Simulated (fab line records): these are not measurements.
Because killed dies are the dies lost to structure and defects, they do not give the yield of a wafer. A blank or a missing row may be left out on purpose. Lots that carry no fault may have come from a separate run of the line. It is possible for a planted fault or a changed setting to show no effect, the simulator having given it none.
2 desks looking at one fault :: flow n5Finfet :: each desk has only its own numbers; what lay behind them comes last

## THE METROLOGY DESK
Means of the sampled wafers that have a number, per lot and without regard to the tool the lot ran on: this is what the gauges read. The brackets show how far a lot's mean lies from the usual mean; more than 4 standard deviations puts the lot out of limits, marked OUT.
Columns: A = PASS_OPEN_OVL at N5_PASSIVATION_OVL_MEAS_66, usual -1 nm
lot: L379
first seen here: day 14 15:40
A: 0

lot: L382
first seen here: day 14 21:01
A: -1

lot: L385
first seen here: day 15 16:26
A: 7

lot: L384
first seen here: day 15 23:56
A: 1

lot: L387
first seen here: day 16 00:36
A: -1

lot: L383
first seen here: day 16 12:23
A: -4

lot: L388
first seen here: day 16 12:29
A: -4

lot: L394
first seen here: day 17 03:56
A: -4

lot: L391
first seen here: day 17 04:52
A: 4

lot: L396
first seen here: day 18 17:50
A: -6

lot: L399
first seen here: day 19 07:12
A: 3
Finding of this desk: none of the 11 lots has anything out of limits.

## DESK OF THE TOOL OWNER: rieDiel-06
The tool's own readings at N5_BEOL_M5_TRENCH_ETCH_37 (etches SiCOH lowk in C4F6/O2, target depth 71.652 nm, time 24.7 s): means of the sampled wafers that have a number, for each lot that ran on this tool. The brackets show how far a lot's mean lies from the usual mean; more than 4 standard deviations puts the lot out of limits, marked OUT.
Columns: A = O2_flow_sccm at N5_BEOL_M5_TRENCH_ETCH_37, usual 9.998 sccm; B = drypumpMotorCurrentA at N5_BEOL_M5_TRENCH_ETCH_37, usual 5.85 A; C = oes_o_777_au at N5_BEOL_M5_TRENCH_ETCH_37, usual 0.76 a.u.; D = oesProductAu at N5_BEOL_M5_TRENCH_ETCH_37, usual 0.76 a.u.; E = rfVppV at N5_BEOL_M5_TRENCH_ETCH_37, usual 665 V; F = showerheadPlenumPTorr at N5_BEOL_M5_TRENCH_ETCH_37, usual 2.86 Torr; G = throttleValvePct at N5_BEOL_M5_TRENCH_ETCH_37, usual 21.01 %
lot: L383
first seen here: day 11 01:59
A: 9.991
B: 5.79
C: 0.81
D: 0.77
E: 654
F: 2.85
G: 20.96

lot: L385
first seen here: day 11 04:32
A: 10.009
B: 5.83
C: 0.84
D: 0.81
E: 656
F: 2.83
G: 20.98

lot: L388
first seen here: day 11 19:59
A: 10.054
B: 5.81
C: 0.84
D: 0.81
E: 656
F: 2.83
G: 21.00

lot: L394
first seen here: day 13 02:55
A: 9.976
B: 5.91
C: 0.82
D: 0.81
E: 656
F: 2.79
G: 20.95

lot: L396
first seen here: day 14 11:02
A: 9.992
B: 5.90
C: 0.81
D: 0.80
E: 657
F: 2.79
G: 20.96
Finding of this desk: none of the 5 lots has anything out of limits.

## ALL TOGETHER
Nothing out of limits was seen by the metrology desk.
The tool owner's desk saw nothing out of limits.

## WHAT HAD BEEN PUT IN BY THE SIMULATOR
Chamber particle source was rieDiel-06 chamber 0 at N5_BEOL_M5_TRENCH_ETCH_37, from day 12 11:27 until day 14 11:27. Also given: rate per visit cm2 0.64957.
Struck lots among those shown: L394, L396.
